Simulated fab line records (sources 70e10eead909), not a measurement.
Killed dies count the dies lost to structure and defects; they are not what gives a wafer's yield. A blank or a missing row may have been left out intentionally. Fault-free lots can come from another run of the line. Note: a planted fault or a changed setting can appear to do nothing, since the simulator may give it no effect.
fab line records ; flow nand-harc ; part 1 of 2: steps 1 to 29 of 36
[record] lots = 5; wafers = 15; last-day = 31
route steps=1302 shown P_ZERO_WELL@58 P_STI@69
lots that met no fault: from a run of the same line without faults
start-h: hours from the record's first day to the start of the lot's first wafer shown ; wait-h: hours from the lot's prior step to this one ; " repeats the value in the row above ; L1.1+2: a single row standing in for several wafers ; - no value, or no start given ; * or withheld: withheld ; < > ~ a bound
route shown NAME@n: a module of which the file shows steps, and the number in the route of the first ; usual: the fault-free wafers' mean and standard deviation ; same: alike in all rows ; chamber/n: place in a boat ; sites: readings site by site ; _std_site: standard deviation across them ; _edge_site: the outer-site mean with the inner-site mean subtracted ; radius-mm: for every site, how far away it sits from the centre of the wafer ; mask NAME#n: copy n ; behind: the last tool/chamber to shape the wafer ; hold: why the lot was held/for how many hours/how that ended ; device: the transistor (n, p or np) that didn't switch ; end of line: the same wafers' tests at the end of the route ; where a step has no rows: the recipe by itself ; killed: at the first sort, the dies lost to defects and structure; wafer yield is something else ; map: a wafer's dies, x killed, . not, _ none there
set.NAME: setting as actually run; set.NAME@STEP: the setting as run at that earlier step ; model.NAME: the simulator's own value behind a step, which no gauge read
a table for each step, a row for each wafer; lots at some steps of the route
services: when a tool's chamber went out of use (start-h, in hours from the record's first day, below 0 if earlier), for how many hours, and the reason
[[steps]]
[step NHARC_P_ZERO_WELL_DEVELOP_51]
[recipe] time-s = 70
[usual] resist-line-temp-C = 23.00/0.12
lot.wafer;tool;chamber;start-h;wait-h;resist-line-temp-C
L078.2;litho-track-03;0;-;-;22.87
L078.3;litho-track-03;0;-;-;22.89
L078.6;litho-track-03;0;-;-;23.04
L080.1;litho-track-07;0;-;-;22.91
L080.3;litho-track-07;0;-;-;22.87
L080.4;litho-track-07;0;-;-;23.01
L086.2;litho-track-02;0;-;-;23.06
L086.5;litho-track-02;0;-;-;23.02
L086.6;litho-track-02;0;-;-;22.97
L090.3;litho-track-07;0;-;-;22.96
L090.4;litho-track-07;0;-;-;22.98
L090.5;litho-track-07;0;-;-;23.13
L091.3;litho-track-03;0;-;-;23.07
L091.4;litho-track-03;0;-;-;23.17
L091.5;litho-track-03;0;-;-;23.16
[step NHARC_P_ZERO_WELL_CD_MEAS_52]
[recipe] target-cd-nm = 2000; landing-energy-ev = 500
[usual] cd-nm = 2000.8/1.6
[same] landing-energy-ev = 500
lot.wafer;tool;chamber;start-h;wait-h;cd-nm
L078.2;cd-sem-03;0;66.01;-;2002.3
L078.3;cd-sem-03;0;66.01;-;2005.1
L078.6;cd-sem-03;0;66.01;-;2001.9
L080.1;cd-sem-03;0;85.83;-;2000.3
L080.3;cd-sem-03;0;85.83;-;2000.3
L080.4;cd-sem-03;0;85.83;-;1999.3
L086.2;cd-sem-03;0;145.75;-;2001.8
L086.5;cd-sem-03;0;145.75;-;2000.2
L086.6;cd-sem-03;0;145.75;-;2001.3
L090.3;cd-sem-03;0;185.40;-;2000.2
L090.4;cd-sem-03;0;185.40;-;2000.9
L090.5;cd-sem-03;0;185.40;-;2001.9
L091.3;cd-sem-01;0;195.82;-;2001.6
L091.4;cd-sem-01;0;195.82;-;2003.4
L091.5;cd-sem-01;0;195.82;-;2002.4
[step NHARC_P_ZERO_WELL_HARDBAKE_53]
[recipe] temp-c = 125; time-s = 80
[usual] resist-line-temp-C = 23.01/0.11
lot.wafer;tool;chamber;start-h;wait-h;resist-line-temp-C
L078.2;litho-track-07;0;66.09;-;22.95
L078.3;litho-track-07;0;66.09;-;22.95
L078.6;litho-track-07;0;66.09;-;23.02
L080.1;litho-track-03;0;85.91;-;22.87
L080.3;litho-track-03;0;85.91;-;22.98
L080.4;litho-track-03;0;85.91;-;22.91
L086.2;litho-track-07;0;145.83;-;23.01
L086.5;litho-track-07;0;145.83;-;23.03
L086.6;litho-track-07;0;145.83;-;22.97
L090.3;litho-track-03;0;185.48;-;22.93
L090.4;litho-track-03;0;185.48;-;23.20
L090.5;litho-track-03;0;185.48;-;22.92
L091.3;litho-track-07;0;195.90;-;23.03
L091.4;litho-track-07;0;195.90;-;23.08
L091.5;litho-track-07;0;195.90;-;22.96
[step NHARC_P_ZERO_WELL_DESCUM_54]
[recipe] time-s = 3; o2-flow-sccm = 200; ar-flow-sccm = 0; bias-power-w = 0; chemistry = O2
[usual] drypump-motor-current-A = 5.4/0.5; o2-flow-sccm = 200.2/1; oes-product-au = 1.000/0.01; rf-vpp-V = 57.9/0.94; showerhead-plenum-p-Torr = 1.95/0.075; throttle-valve-pct = 11.311/0.0081
lot.wafer;tool;chamber;start-h;wait-h;drypump-motor-current-A;o2-flow-sccm;oes-product-au;rf-hours-counter-h;rf-vpp-V;showerhead-plenum-p-Torr;throttle-valve-pct
L078.3;rie-diel-08;1;66.19;-;5.7;199.8;1.004;11;56.6;1.79;11.307
L078.2;rie-diel-08;2;66.19;-;5.0;200.5;0.993;12;56.8;1.98;11.308
L078.6;rie-diel-08;3;66.19;-;6.0;199.8;0.994;-;59.6;1.95;11.314
L080.4;rie-diel-05;3;85.99;-;5.8;200.2;1.032;7;58.3;1.98;11.313
L080.3;rie-diel-05;1;85.99;-;4.7;199.8;1.001;9;56.9;1.93;11.324
L080.1;rie-diel-05;2;85.99;-;5.9;201.2;1.014;9;59.5;1.96;11.308
L086.2;rie-diel-05;0;145.95;-;4.6;201.3;0.998;24;58.5;2.07;11.306
L086.6;rie-diel-05;1;145.95;-;4.7;200.3;1.013;-;58.4;1.92;11.306
L086.5;rie-diel-05;2;145.95;-;5.9;199.9;1.011;-;59.0;1.95;11.319
L090.3;rie-diel-05;1;185.58;-;4.7;209.6;1.006;38;57.6;1.92;11.315
L090.4;rie-diel-05;2;185.58;-;5.9;199.7;0.992;38;58.6;1.95;11.309
L090.5;rie-diel-05;0;185.58;-;4.7;200.1;0.990;-;59.1;2.06;11.322
L091.4;rie-diel-02;2;196.00;-;5.7;199.6;1.004;55;58.8;1.95;11.309
L091.3;rie-diel-02;3;196.00;-;5.1;199.9;0.996;51;59.1;1.86;11.321
L091.5;rie-diel-02;1;196.00;-;6.1;200.9;0.987;-;58.4;2.06;11.312
[step NHARC_P_ZERO_WELL_IMPLANT_55]
[recipe] energy-kev = 180; dose-cm2 = 8e+11; tilt-deg = 7
[usual] faraday-current-uA = 10.18/0.19
lot.wafer;tool;chamber;start-h;wait-h;faraday-current-uA
L078.2;implanter-02;0;66.34;0.1;10.22
L078.3;implanter-02;0;66.34;0.1;10.57
L078.6;implanter-02;0;66.34;0.1;10.23
L080.1;implanter-02;0;86.14;0.1;10.21
L080.3;implanter-02;0;86.14;0.1;9.94
L080.4;implanter-02;0;86.14;0.1;9.79
L086.2;implanter-01;0;146.09;0.1;10.50
L086.5;implanter-01;0;146.09;0.1;10.35
L086.6;implanter-01;0;146.09;0.1;10.24
L090.3;implanter-01;0;185.76;0.2;10.23
L090.4;implanter-01;0;185.76;0.2;10.16
L090.5;implanter-01;0;185.76;0.2;10.26
L091.3;implanter-02;0;196.19;0.2;10.08
L091.4;implanter-02;0;196.19;0.2;10.05
L091.5;implanter-02;0;196.19;0.2;9.83
[step NHARC_P_ZERO_WELL_IMPLANT_61]
[recipe] energy-kev = 30; dose-cm2 = 5e+11; tilt-deg = 7
[usual] faraday-current-uA = 6.35/0.13
lot.wafer;tool;chamber;start-h;wait-h;faraday-current-uA
L078.2;implanter-02;0;66.52;0.2;6.41
L078.3;implanter-02;0;66.52;0.2;6.26
L078.6;implanter-02;0;66.52;0.2;6.32
L080.1;implanter-02;0;86.32;0.2;6.38
L080.3;implanter-02;0;86.32;0.2;6.49
L080.4;implanter-02;0;86.32;0.2;6.29
L086.2;implanter-01;0;146.27;0.1;6.23
L086.5;implanter-01;0;146.27;0.1;6.38
L086.6;implanter-01;0;146.27;0.1;6.56
L090.3;implanter-01;0;185.94;0.2;6.44
L090.4;implanter-01;0;185.94;0.2;6.26
L090.5;implanter-01;0;185.94;0.2;6.27
L091.3;implanter-02;0;196.37;0.2;6.44
L091.4;implanter-02;0;196.37;0.2;6.49
L091.5;implanter-02;0;196.37;0.2;6.22
[step NHARC_P_ZERO_WELL_STRIP_56]
[recipe] time-s = 840; temp-c = 130; chemistry = SPM
lot.wafer;tool;chamber;start-h;wait-h
L078.3+6+2;wet-bench-03;4,5,0;66.71;0.1
L080.1+3+4;wet-bench-06;5,7,1;86.54;0.2
L086.5+6+2;wet-bench-03;6,7,3;146.45;0.1
L090.4+3+5;wet-bench-07;1,2,3;186.12;0.1
L091.5+3+4;wet-bench-03;1,4,6;196.52;0.1
[step NHARC_P_ZERO_WELL_PRECLEAN_68]
[recipe] time-s = 60; temp-c = 50; bath-age-min = 0; chemistry = SC1
lot.wafer;tool;chamber;start-h;wait-h
L078.3+6+2;wet-bench-03;4,5,0;-;-
L080.1+3+4;wet-bench-06;5,7,1;-;-
L086.5+6+2;wet-bench-03;6,7,3;-;-
L090.4+3+5;wet-bench-07;1,2,3;-;-
L091.5+3+4;wet-bench-03;1,4,6;-;-
[step NHARC_P_ZERO_WELL_SRD_69]
lot.wafer;tool;chamber;start-h;wait-h
L078.3+6+2;wet-bench-03;4,5,0;-;-
L080.1+3+4;wet-bench-06;5,7,1;-;-
L086.5+6+2;wet-bench-03;6,7,3;-;-
L090.4+3+5;wet-bench-07;1,2,3;-;-
L091.5+3+4;wet-bench-03;1,4,6;-;-
[step NHARC_P_ZERO_WELL_RTA_42]
[recipe] temp-c = 1100; time-s = 300
[usual] anneal-temp-c-max = 1106.6/3; lamp-power-pct = 36/3.6; lamp_zone_1_pct = 36/3.7; lamp_zone_3_pct = 36/3.6; lamp_zone_6_pct = 36/3.6; wafer_temp_C_max = 1106.4/1.3
lot.wafer;tool;chamber;start-h;wait-h;anneal-temp-c-max;lamp-power-pct;lamp_zone_1_pct;lamp_zone_3_pct;lamp_zone_6_pct;wafer_temp_C_max
L078.2;rtp-anneal-01;0;67.26;-;1115.2;40;40;40;40;1105.2
L078.3;rtp-anneal-01;0;67.26;-;1111.6;40;40;40;40;1105.5
L078.6;rtp-anneal-01;0;67.26;-;1111.2;40;40;40;40;1105.6
L080.1;rtp-anneal-01;0;86.97;-;1110.9;40;40;40;40;1105.7
L080.3;rtp-anneal-01;0;86.97;-;1108.6;40;40;40;40;1104.2
L080.4;rtp-anneal-01;0;86.97;-;1107.3;40;40;40;40;1107.2
L086.2;rtp-anneal-01;0;146.99;-;1108.8;40;40;40;40;1105.0
L086.5;rtp-anneal-01;0;146.99;-;1108.3;40;40;40;40;1104.4
L086.6;rtp-anneal-01;0;146.99;-;1107.0;40;40;40;40;1105.6
L090.3;rtp-anneal-02;0;186.75;-;1105.5;32;32;32;32;1107.4
L090.4;rtp-anneal-02;0;186.75;-;1103.5;32;32;32;32;1107.3
L090.5;rtp-anneal-02;0;186.75;-;1103.8;32;32;32;32;1105.6
L091.3;rtp-anneal-01;0;197.18;-;1106.5;40;40;40;40;1106.1
L091.4;rtp-anneal-01;0;197.18;-;1110.4;40;40;40;40;1104.6
L091.5;rtp-anneal-01;0;197.18;-;1108.0;40;40;40;40;1105.5
[step NHARC_P_ZERO_WELL_INSPECT_43]
[usual] raw-defect-count = 14/6.3
lot.wafer;tool;chamber;start-h;wait-h;raw-defect-count
L078.2;defect-inspect-01;-;67.83;0.5;12
L078.3;defect-inspect-01;-;67.83;0.5;13
L078.6;defect-inspect-01;-;67.83;0.5;15
L080.1;defect-inspect-02;-;87.63;0.6;6
L080.3;defect-inspect-02;-;87.63;0.6;3
L080.4;defect-inspect-02;-;87.63;0.6;2
L086.2;defect-inspect-01;-;147.56;0.5;11
L086.5;defect-inspect-01;-;147.56;0.5;10
L086.6;defect-inspect-01;-;147.56;0.5;7
L090.3;defect-inspect-01;-;187.21;0.4;16
L090.4;defect-inspect-01;-;187.21;0.4;17
L090.5;defect-inspect-01;-;187.21;0.4;11
L091.3;defect-inspect-01;-;197.64;0.4;19
L091.4;defect-inspect-01;-;197.64;0.4;21
L091.5;defect-inspect-01;-;197.64;0.4;12
[step NHARC_P_STI_ETCH_26]
[recipe] target-depth-a = 110; chemistry = dHF; material = SiO2
lot.wafer;tool;chamber;start-h;wait-h
L078.6+3+2;wet-bench-09;1,2,5;67.91;0.1
L080.1+4+3;wet-bench-02;5,0,1;87.68;0.1
L086.5+6+2;wet-bench-02;2,3,5;147.62;0.1
L090.4+3+5;wet-bench-02;7,0,1;187.26;0.0
L091.5+4+3;wet-bench-09;1,2,3;197.70;0.1
[step NHARC_P_STI_PRECLEAN_27]
[recipe] time-s = *; temp-c = 50; bath-age-min = 0; chemistry = SC1
lot.wafer;tool;chamber;start-h;wait-h
L078.6+3+2;wet-bench-09;1,2,5;68.03;0.1
L080.1+4+3;wet-bench-02;5,0,1;87.75;0.1
L086.5+6+2;wet-bench-02;2,3,5;147.68;0.0
L090.4+3+5;wet-bench-02;7,0,1;187.33;0.1
L091.5+4+3;wet-bench-09;1,2,3;197.76;0.0
[step NHARC_P_STI_SRD_28]
lot.wafer;tool;chamber;start-h;wait-h
L078.6+3+2;wet-bench-09;1,2,5;-;-
L080.1+4+3;wet-bench-02;5,0,1;-;-
L086.5+6+2;wet-bench-02;2,3,5;-;-
L090.4+3+5;wet-bench-02;7,0,1;-;-
L091.5+4+3;wet-bench-09;1,2,3;-;-
[step NHARC_P_STI_OXIDE_29]
[recipe] target-thk-a = 100; temp-c = 900; ox-time-s = 1362; material = SiO2
[usual] ox-temp-c = 899.9/0.38
lot.wafer;tool;chamber;start-h;wait-h;ox-temp-c
L078.2;furnace-02;0;71.87;-;900.5
L078.3;furnace-02;0;71.87;-;899.6
L078.6;furnace-02;0;71.87;-;900.1
L080.1;furnace-08;0;92.46;-;900.2
L080.3;furnace-08;0;92.46;-;900.3
L080.4;furnace-08;0;92.46;-;900.2
L086.2;furnace-08;0;152.96;-;900.5
L086.5;furnace-08;0;152.96;-;900.2
L086.6;furnace-08;0;152.96;-;900.6
L090.3;furnace-01;0;190.66;-;900.2
L090.4;furnace-01;0;190.66;-;899.7
L090.5;furnace-01;0;190.66;-;900.3
L091.3;furnace-08;0;203.34;-;899.9
L091.4;furnace-08;0;203.34;-;899.8
L091.5;furnace-08;0;203.34;-;899.3
[step NHARC_P_STI_HM_DEP_30]
[recipe] target-thk-a = 800; temp-c = 790; pressure-mtorr = 300; time-s = 873; material = Si3N4
lot.wafer;tool;chamber;start-h;wait-h
L078.2+3+6;lpcvd-01;1;79.69;4.2
L080.1+3+4;lpcvd-02;0;99.68;3.5
L086.2+5+6;lpcvd-01;0;160.11;3.5
L090.3+4+5;lpcvd-01;1;197.80;3.5
L091.3+4+5;lpcvd-02;0;210.49;3.5
[step NHARC_P_STI_DEHYDRATE_01]
[recipe] temp-c = 150; time-s = 120
[usual] resist-line-temp-C = 22.99/0.1
lot.wafer;tool;chamber;start-h;wait-h;resist-line-temp-C
L078.2;litho-track-05;0;83.33;0.4;22.78
L078.3;litho-track-05;0;83.33;0.4;23.07
L078.6;litho-track-05;0;83.33;0.4;22.84
L080.1;litho-track-05;0;104.91;0.4;23.15
L080.3;litho-track-05;0;104.91;0.4;23.03
L080.4;litho-track-05;0;104.91;0.4;23.16
L086.2;litho-track-02;0;163.86;0.4;23.03
L086.5;litho-track-02;0;163.86;0.4;23.16
L086.6;litho-track-02;0;163.86;0.4;23.17
L090.3;litho-track-05;0;201.46;0.4;23.05
L090.4;litho-track-05;0;201.46;0.4;23.12
L090.5;litho-track-05;0;201.46;0.4;22.88
L091.3;litho-track-02;0;214.15;0.4;23.08
L091.4;litho-track-02;0;214.15;0.4;23.03
L091.5;litho-track-02;0;214.15;0.4;22.96
[step NHARC_P_STI_HMDS_02]
[recipe] time-s = 30
[usual] resist-line-temp-C = 23.00/0.1
lot.wafer;tool;chamber;start-h;wait-h;resist-line-temp-C
L078.2;litho-track-05;0;-;-;23.02
L078.3;litho-track-05;0;-;-;22.94
L078.6;litho-track-05;0;-;-;23.11
L080.1;litho-track-05;0;-;-;23.05
L080.3;litho-track-05;0;-;-;23.09
L080.4;litho-track-05;0;-;-;23.09
L086.2;litho-track-02;0;-;-;23.05
L086.5;litho-track-02;0;-;-;23.17
L086.6;litho-track-02;0;-;-;23.05
L090.3;litho-track-05;0;-;-;22.84
L090.4;litho-track-05;0;-;-;22.99
L090.5;litho-track-05;0;-;-;22.90
L091.3;litho-track-02;0;-;-;22.96
L091.4;litho-track-02;0;-;-;22.90
L091.5;litho-track-02;0;-;-;22.93
[step NHARC_P_STI_COAT_41]
[recipe] temp-c = 200; time-s = 65
[usual] resist-line-temp-C = 22.99/0.091
lot.wafer;tool;chamber;start-h;wait-h;resist-line-temp-C
L078.2;litho-track-05;0;-;-;23.05
L078.3;litho-track-05;0;-;-;23.23
L078.6;litho-track-05;0;-;-;23.05
L080.1;litho-track-05;0;-;-;22.88
L080.3;litho-track-05;0;-;-;22.86
L080.4;litho-track-05;0;-;-;22.99
L086.2;litho-track-02;0;-;-;23.02
L086.5;litho-track-02;0;-;-;22.99
L086.6;litho-track-02;0;-;-;22.91
L090.3;litho-track-05;0;-;-;22.95
L090.4;litho-track-05;0;-;-;22.93
L090.5;litho-track-05;0;-;-;22.81
L091.3;litho-track-02;0;-;-;23.07
L091.4;litho-track-02;0;-;-;22.94
L091.5;litho-track-02;0;-;-;22.90
[step NHARC_P_STI_COAT_03]
[recipe] spin-rpm = 2000; resist-thk-nm = 600
[usual] resist-line-temp-C = 22.98/0.098
lot.wafer;tool;chamber;start-h;wait-h;resist-line-temp-C
L078.2;litho-track-05;0;-;-;23.01
L078.3;litho-track-05;0;-;-;22.92
L078.6;litho-track-05;0;-;-;23.05
L080.1;litho-track-05;0;-;-;22.91
L080.3;litho-track-05;0;-;-;22.94
L080.4;litho-track-05;0;-;-;22.92
L086.2;litho-track-02;0;-;-;23.09
L086.5;litho-track-02;0;-;-;22.99
L086.6;litho-track-02;0;-;-;22.93
L090.3;litho-track-05;0;-;-;23.02
L090.4;litho-track-05;0;-;-;22.80
L090.5;litho-track-05;0;-;-;22.89
L091.3;litho-track-02;0;-;-;23.05
L091.4;litho-track-02;0;-;-;22.87
L091.5;litho-track-02;0;-;-;23.06
[step NHARC_P_STI_SOFTBAKE_04]
[recipe] temp-c = 125; time-s = 70
[usual] resist-line-temp-C = 23.00/0.1
lot.wafer;tool;chamber;start-h;wait-h;resist-line-temp-C
L078.2;litho-track-05;0;-;-;22.93
L078.3;litho-track-05;0;-;-;22.98
L078.6;litho-track-05;0;-;-;22.82
L080.1;litho-track-05;0;-;-;22.87
L080.3;litho-track-05;0;-;-;22.90
L080.4;litho-track-05;0;-;-;23.13
L086.2;litho-track-02;0;-;-;22.91
L086.5;litho-track-02;0;-;-;23.01
L086.6;litho-track-02;0;-;-;22.95
L090.3;litho-track-05;0;-;-;23.08
L090.4;litho-track-05;0;-;-;23.01
L090.5;litho-track-05;0;-;-;22.95
L091.3;litho-track-02;0;-;-;23.00
L091.4;litho-track-02;0;-;-;22.97
L091.5;litho-track-02;0;-;-;23.01
[step NHARC_P_STI_EBR_05]
[usual] resist-line-temp-C = 23.03/0.1
lot.wafer;tool;chamber;start-h;wait-h;resist-line-temp-C
L078.2;litho-track-05;0;-;-;23.14
L078.3;litho-track-05;0;-;-;23.08
L078.6;litho-track-05;0;-;-;23.01
L080.1;litho-track-05;0;-;-;22.98
L080.3;litho-track-05;0;-;-;23.05
L080.4;litho-track-05;0;-;-;23.06
L086.2;litho-track-02;0;-;-;23.11
L086.5;litho-track-02;0;-;-;23.12
L086.6;litho-track-02;0;-;-;23.08
L090.3;litho-track-05;0;-;-;23.01
L090.4;litho-track-05;0;-;-;23.06
L090.5;litho-track-05;0;-;-;23.00
L091.3;litho-track-02;0;-;-;23.06
L091.4;litho-track-02;0;-;-;23.06
L091.5;litho-track-02;0;-;-;23.12
[step NHARC_P_STI_EXPOSE_06]
[recipe] na = 0.55; target-cd-nm = 200; dose-mj = 37.69; mask-id = P_STI
lot.wafer;tool;chamber;start-h;wait-h;mask
L078.2+3+6;krf-scanner-04;0;83.50;-;P_STI#0
L080.1+3+4;krf-scanner-03;0;105.07;-;P_STI#0
L086.2+5+6;krf-scanner-04;0;164.16;-;P_STI#0
L090.3+4+5;krf-scanner-03;0;201.76;-;P_STI#0
L091.3+4+5;krf-scanner-01;0;214.45;-;P_STI#0
[step NHARC_P_STI_PEB_07]
[recipe] peb-temp-c = 128; peb-time-s = 80
[usual] resist-line-temp-C = 23.01/0.11
lot.wafer;tool;chamber;start-h;wait-h;resist-line-temp-C
L078.2;litho-track-07;0;83.56;0.1;23.08
L078.3;litho-track-07;0;83.56;0.1;22.89
L078.6;litho-track-07;0;83.56;0.1;23.01
L080.1;litho-track-07;0;105.14;0.1;23.04
L080.3;litho-track-07;0;105.14;0.1;22.91
L080.4;litho-track-07;0;105.14;0.1;22.78
L086.2;litho-track-02;0;164.22;0.1;23.07
L086.5;litho-track-02;0;164.22;0.1;23.20
L086.6;litho-track-02;0;164.22;0.1;23.07
L090.3;litho-track-02;0;201.82;0.1;23.23
L090.4;litho-track-02;0;201.82;0.1;23.20
L090.5;litho-track-02;0;201.82;0.1;23.13
L091.3;litho-track-07;0;214.51;0.1;23.08
L091.4;litho-track-07;0;214.51;0.1;22.91
L091.5;litho-track-07;0;214.51;0.1;23.09
[step NHARC_P_STI_DEVELOP_08]
[recipe] time-s = 50; dev-temp-c = 22
[usual] resist-line-temp-C = 22.98/0.095
lot.wafer;tool;chamber;start-h;wait-h;resist-line-temp-C
L078.2;litho-track-07;0;-;-;23.03
L078.3;litho-track-07;0;-;-;22.86
L078.6;litho-track-07;0;-;-;22.94
L080.1;litho-track-07;0;-;-;22.87
L080.3;litho-track-07;0;-;-;22.92
L080.4;litho-track-07;0;-;-;22.97
L086.2;litho-track-02;0;-;-;22.86
L086.5;litho-track-02;0;-;-;23.07
L086.6;litho-track-02;0;-;-;23.09
L090.3;litho-track-02;0;-;-;22.97
L090.4;litho-track-02;0;-;-;22.87
L090.5;litho-track-02;0;-;-;22.91
L091.3;litho-track-07;0;-;-;23.19
L091.4;litho-track-07;0;-;-;23.12
L091.5;litho-track-07;0;-;-;23.09
[step NHARC_P_STI_CD_MEAS_09]
[recipe] target-cd-nm = 200; landing-energy-ev = 500
[usual] cd-nm = 198.7/1.7
[same] landing-energy-ev = 500
lot.wafer;tool;chamber;start-h;wait-h;cd-nm
L078.2;cd-sem-01;0;83.65;-;197.4
L078.3;cd-sem-01;0;83.65;-;196.9
L078.6;cd-sem-01;0;83.65;-;197.2
L080.1;cd-sem-03;0;105.22;-;197.1
L080.3;cd-sem-03;0;105.22;-;197.3
L080.4;cd-sem-03;0;105.22;-;195.6
L086.2;cd-sem-03;0;164.31;-;198.6
L086.5;cd-sem-03;0;164.31;-;198.8
L086.6;cd-sem-03;0;164.31;-;197.1
L090.3;cd-sem-03;0;201.90;-;199.1
L090.4;cd-sem-03;0;201.90;-;198.8
L090.5;cd-sem-03;0;201.90;-;200.3
L091.3;cd-sem-01;0;214.60;-;195.9
L091.4;cd-sem-01;0;214.60;-;195.4
L091.5;cd-sem-01;0;214.60;-;194.5
[step NHARC_P_STI_OVL_MEAS_10]
[usual] overlay-x-nm = 0/6.8; overlay-y-nm = 0/5.2
lot.wafer;tool;chamber;start-h;wait-h;overlay-x-nm;overlay-y-nm
L078.2;overlay-01;-;83.74;-;-10;-3
L078.3;overlay-01;-;83.74;-;-11;-3
L078.6;overlay-01;-;83.74;-;-11;-3
L080.1;overlay-01;-;105.31;-;1;3
L080.3;overlay-01;-;105.31;-;1;3
L080.4;overlay-01;-;105.31;-;2;2
L086.2;overlay-02;-;164.40;-;9;-4
L086.5;overlay-02;-;164.40;-;9;-4
L086.6;overlay-02;-;164.40;-;10;-3
L090.3;overlay-01;-;201.99;-;-1;-14
L090.4;overlay-01;-;201.99;-;-1;-14
L090.5;overlay-01;-;201.99;-;-1;-14
L091.3;overlay-02;-;214.68;-;9;3
L091.4;overlay-02;-;214.68;-;9;3
L091.5;overlay-02;-;214.68;-;9;3
[step NHARC_P_STI_INSPECT_11]
[usual] raw-defect-count = 5.2/2.8
lot.wafer;tool;chamber;start-h;wait-h;raw-defect-count
L078.2;defect-inspect-01;-;83.77;0.0;7
L078.3;defect-inspect-01;-;83.77;0.0;8
L078.6;defect-inspect-01;-;83.77;0.0;5
L080.1;defect-inspect-02;-;105.35;0.0;1
L080.3;defect-inspect-02;-;105.35;0.0;6
L080.4;defect-inspect-02;-;105.35;0.0;3
L086.2;defect-inspect-02;-;164.43;0.0;8
L086.5;defect-inspect-02;-;164.43;0.0;5
L086.6;defect-inspect-02;-;164.43;0.0;2
L090.3;defect-inspect-02;-;202.03;0.0;6
L090.4;defect-inspect-02;-;202.03;0.0;2
L090.5;defect-inspect-02;-;202.03;0.0;10
L091.3;defect-inspect-01;-;214.72;0.0;4
L091.4;defect-inspect-01;-;214.72;0.0;2
L091.5;defect-inspect-01;-;214.72;0.0;8
[step NHARC_P_STI_HARDBAKE_13]
[recipe] temp-c = 118; time-s = 65
[usual] resist-line-temp-C = 23.00/0.094
lot.wafer;tool;chamber;start-h;wait-h;resist-line-temp-C
L078.2;litho-track-07;0;83.83;0.1;23.04
L078.3;litho-track-07;0;83.83;0.1;23.01
L078.6;litho-track-07;0;83.83;0.1;23.10
L080.1;litho-track-05;0;105.41;0.1;23.05
L080.3;litho-track-05;0;105.41;0.1;22.95
L080.4;litho-track-05;0;105.41;0.1;22.96
L086.2;litho-track-07;0;164.49;0.1;22.96
L086.5;litho-track-07;0;164.49;0.1;22.90
L086.6;litho-track-07;0;164.49;0.1;22.83
L090.3;litho-track-05;0;202.09;0.1;22.93
L090.4;litho-track-05;0;202.09;0.1;22.95
L090.5;litho-track-05;0;202.09;0.1;22.91
L091.3;litho-track-02;0;214.78;0.1;23.03
L091.4;litho-track-02;0;214.78;0.1;23.04
L091.5;litho-track-02;0;214.78;0.1;23.06
